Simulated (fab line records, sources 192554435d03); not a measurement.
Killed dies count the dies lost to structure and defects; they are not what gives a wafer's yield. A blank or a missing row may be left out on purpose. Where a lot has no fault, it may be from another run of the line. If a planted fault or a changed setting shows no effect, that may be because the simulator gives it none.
Which tool was responsible? / flow n5 finfet / 7 lots, 21 wafers sampled, at 2 steps of a route of 1938

WHAT EACH GAUGE READ, for each wafer
N5_BEOL_M14_CD_MEAS_28: target cd 284.4 nm.
lot=L442; measured=day 11 07:20; on=cd sem-01; cd nm (nm)=286.7 284.3 286.7
lot=L444; measured=day 11 22:12; on=cd sem-01; cd nm (nm)=286.5 289.6 286.6
lot=L445; measured=day 12 04:53; on=cd sem-01; cd nm (nm)=285.9 285.5 289.0
lot=L449; measured=day 13 05:46; on=cd sem-02; cd nm (nm)=286.1 283.5 288.7
lot=L451; measured=day 13 18:58; on=cd sem-03; cd nm (nm)=288.4 288.8 287.7
lot=L460; measured=day 15 20:19; on=cd sem-02; cd nm (nm)=- - -
lot=L462; measured=day 16 12:20; on=cd sem-03; cd nm (nm)=290.3 287.6 288.9

WHICH TOOL RAN EACH LOT (tool, then ch and the chambers of the sampled wafers, then the start)
lot=L442; N5_BEOL_M14_DEVELOP_27=litho track-01 ch 0, day 11 07:14
lot=L444; N5_BEOL_M14_DEVELOP_27=litho track-04 ch 0, day 11 22:05
lot=L445; N5_BEOL_M14_DEVELOP_27=litho track-01 ch 0, day 12 04:47
lot=L449; N5_BEOL_M14_DEVELOP_27=litho track-02 ch 0, day 13 05:39
lot=L451; N5_BEOL_M14_DEVELOP_27=litho track-02 ch 0, day 13 18:51
lot=L460; N5_BEOL_M14_DEVELOP_27=litho track-01, day 15 20:13
lot=L462; N5_BEOL_M14_DEVELOP_27=litho track-04 ch 0, day 16 12:14
- N5_BEOL_M14_DEVELOP_27: develop time 45 s.

THE ANSWER, worked out from the rows above alone
Rule: the lots themselves supply what counts as usual. The widest of any qualifying gaps counts: lots, ordered by their means at a reading, are off when they make up no more than a third of the lots, leave a main group of 4 or more, and stand apart from it by 3 or more times the standard deviation of that group's means. Not used: any main group whose means are identical at the precision the tables above print for the reading. A lot without any number at a reading at which 4 lots or more have one is off too. The other lots that the step has rows for count as sound.
Off at N5_BEOL_M14_CD_MEAS_28 (cd nm): L460. Without a number there: L460. The main group has a mean of 287.3 nm with a standard deviation of 1.1.
A tool fits if, at a process step before that reading, it ran every lot that is off, and no sound lot after the first of them. The gauges at N5_BEOL_M14_CD_MEAS_28 are tried like those tools. Can't be told from this: 2 tools fit, litho track-01 at N5_BEOL_M14_DEVELOP_27, cd sem-02 at N5_BEOL_M14_CD_MEAS_28.

WHAT WAS PUT IN BY THE SIMULATOR
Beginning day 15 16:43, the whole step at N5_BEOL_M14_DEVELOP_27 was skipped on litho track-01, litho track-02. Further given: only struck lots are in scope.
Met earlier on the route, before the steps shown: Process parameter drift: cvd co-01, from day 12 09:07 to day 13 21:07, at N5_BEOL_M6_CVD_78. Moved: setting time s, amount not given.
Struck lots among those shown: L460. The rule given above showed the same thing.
